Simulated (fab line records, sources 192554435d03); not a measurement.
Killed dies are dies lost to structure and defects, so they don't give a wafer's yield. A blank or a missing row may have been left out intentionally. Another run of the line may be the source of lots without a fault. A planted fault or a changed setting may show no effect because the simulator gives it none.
Chamber matching	flow n5-finfet	pecvd-02 running N5_BEOL_M0_SAQP_HM_DEP_111: 3 sister chambers
The step deposits SiO2 from SiH4/N2O, target thk 12 nm, time 7.2 s. 14 wafers are shown with their chamber, then 7 later ones without.

## WAFERS WITH THEIR CHAMBER
wafer	chamber	heater-power-w (W)	showerhead-plenum-p-Torr (Torr)
L080.1	1	693	8.11
L080.3	2	962	8.18
L080.4	0	816	8.12
L085.2	2	994	8.19
L085.4	1	685	8.13
L085.5	2	1014	8.18
L087.2	1	728	8.09
L087.3	2	884	8.15
L087.5	0	866	8.12
L091.1	1	655	8.10
L091.4	0	874	8.11
L091.5	2	883	8.19
L092.1	0	865	8.13
L092.2	1	662	8.12

SIGNATURES, as means of the wafers listed above
reading	chamber 0	chamber 1	chamber 2	scatter within a chamber
heater-power-w	855.25	684.60	947.40	43.1
showerhead-plenum-p-Torr	8.1200	8.1100	8.1780	0.0144
Rule: a wafer lies at a distance from a chamber equal to the root of the sum of squares, over the readings, of (its reading less the chamber's mean, divided by the reading's scatter). If the next closest chamber is less than 2 further off than the closest, the wafer can't be placed; otherwise it belongs to the closest. The scatter is the square root of a quotient: the sum, over the shown wafers, of each reading's squared deviation from its chamber's mean, divided by wafers minus chambers.

## WAFERS WHOSE CHAMBER IS MISSING
wafer	heater-power-w (W)	showerhead-plenum-p-Torr (Torr)
L092.3	846	8.15
L094.1	989	8.20
L094.4	737	8.13
L094.5	716	8.12
L096.1	798	8.12
L096.2	700	8.10
L096.4	988	8.18

## CHAMBER TAKEN BY EACH
wafer	from the rows above	in truth
L092.3	can't be placed: 0 or 2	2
L094.1	2	2
L094.4	can't be placed: 1 or 0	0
L094.5	1	1
L096.1	can't be placed: 0 or 1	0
L096.2	1	1
L096.4	2	2
4 of 7 placed correctly. Unplaceable from these rows: 3, with the true chamber sitting among the candidates in 3. 0 placed wrongly.
